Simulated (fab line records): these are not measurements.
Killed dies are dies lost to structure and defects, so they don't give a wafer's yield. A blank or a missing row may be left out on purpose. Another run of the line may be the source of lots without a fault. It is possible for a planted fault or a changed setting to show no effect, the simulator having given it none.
Code-filled problem report in 8D (eight disciplines) form	flow nandHarc	the parts of the form that need people (team, actions taken, sign-off) are left out

1. WHAT WENT WRONG
killedAtArray at NHARC_END_SORT_01 reads a mean of 124 on 1 wafer of 1 lot; wafers without a fault read 25 with a standard deviation of 7.8. That puts it +13 standard deviations away from the usual mean.
First observed at day 23 06:26: wafer L435.5, on prober-01. The record holds 7 wafers of 3 lots with a number at this step. The rule behind "out" and "out of limits": a value lying over 4 standard deviations away from the usual mean. The other wafers with a number count as sound.

2. WHAT IT IS, AND WHAT IT ISN'T
question	is	is not
which readings at this step	killedAtArray, killedDies	killedAtOther, killedAtPeriphery, killedOpen, killedShort
which lots	L435	L421, L427
which wafers of those lots	all that have a number	-
read on which gauges	prober-01	prober-02
when	from day 23 06:26	up to then (6 sound wafers)

3. THE SUSPECTS, EACH WITH WHAT RULES IT OUT
Counting: a tool stays on the suspect list if, at a process step up to the reading, it processed all lots that are out and no sound lot following the first of them.
- the gauge at NHARC_END_SORT_01: kept. All the wafers that are out were read on prober-01, and no step on other tools shows them out.
- rieDiel-06 at NHARC_A_STAIRCASE_TRIM_196 (chemistry O2, time 211.2 s): kept. It ran the lot that is out, L435 (day 14 17:30), and no sound lot after that.
- rieDiel-06 at NHARC_A_STAIRCASE_TRIM_200 (chemistry O2, time 211.2 s): kept. It ran the lot that is out, L435 (day 14 18:58), and no sound lot after that; its last sound lot up to then is L421 (day 10 14:29). With no start given for some of its lots, NHARC_A_STAIRCASE_TRIM_200 uses the hours and lot order of NHARC_A_STAIRCASE_PRECLEAN_207.
- rieDiel-06 at NHARC_A_STAIRCASE_ETCH_201 (etches the open film in C4F8/O2, target depth 100 nm, time 40.5 s): kept. It ran the lot that is out, L435 (day 14 18:58), and no sound lot after that; its last sound lot up to then is L421 (day 10 14:29). With no start given for some of its lots, NHARC_A_STAIRCASE_ETCH_201 uses the hours and lot order of NHARC_A_STAIRCASE_PRECLEAN_207.
- wetBench-04 at NHARC_A_STAIRCASE_PRECLEAN_207 (cleans in SC1): kept. It ran the lot that is out, L435 (day 14 18:58), and no sound lot after that; its last sound lot up to then is L421 (day 10 14:29).
- rieDiel-06 at NHARC_A_STAIRCASE_TRIM_222 (chemistry O2, time 211.2 s): kept. It ran the lot that is out, L435 (day 23 06:26), and no sound lot after that; its last sound lot up to then is L421 (day 19 02:26). With no start given for some of its lots, NHARC_A_STAIRCASE_TRIM_222 uses the hours and lot order of NHARC_END_SORT_01.
- rieDiel-06 at NHARC_A_STAIRCASE_ETCH_236 (etches the open film in C4F8/O2, target depth 100 nm, time 40.5 s): kept. It ran the lot that is out, L435 (day 23 06:26), and no sound lot after that; its last sound lot up to then is L421 (day 19 02:26). With no start given for some of its lots, NHARC_A_STAIRCASE_ETCH_236 uses the hours and lot order of NHARC_END_SORT_01.
Left after counting: rieDiel-06 at NHARC_A_STAIRCASE_TRIM_196, rieDiel-06 at NHARC_A_STAIRCASE_TRIM_200, rieDiel-06 at NHARC_A_STAIRCASE_ETCH_201, wetBench-04 at NHARC_A_STAIRCASE_PRECLEAN_207, rieDiel-06 at NHARC_A_STAIRCASE_TRIM_222, rieDiel-06 at NHARC_A_STAIRCASE_ETCH_236, prober-01 at NHARC_END_SORT_01.

4. THE CAUSE (what the simulator had put in)
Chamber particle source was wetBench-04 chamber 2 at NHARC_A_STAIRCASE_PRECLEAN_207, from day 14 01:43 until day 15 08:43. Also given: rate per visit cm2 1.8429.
Counting left 7 suspects, and this tool is among them.

5. THE EFFECT CHAIN, in route order
Rows list readings where the struck wafers' mean (over those with a number) sits beyond 3 standard deviations from the usual. Readings are gone through only where the record gives a usual standard deviation; hours: the median, over the lots, of the time from a lot's start at the first step in this table giving one to that lot's start at this step; sigmas: the change measured in usual standard deviations.
hours	step	reading	usual	on struck wafers	change	sigmas
0	NHARC_END_SORT_01	killedAtArray	25	124	+99	+13
0	NHARC_END_SORT_01	killedDies	29	125	+96	+12

6. WHAT WOULD HAVE CAUGHT IT SOONER
221 hours passed between the start of the fault at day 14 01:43 and the first reading out of limits at a measuring or inspecting step in this record, taken at day 23 06:26.
By day 23 06:26, every lot that is out (1) had started NHARC_A_STAIRCASE_PRECLEAN_207 on wetBench-04. Holding the tool at that point would not have protected any of them.
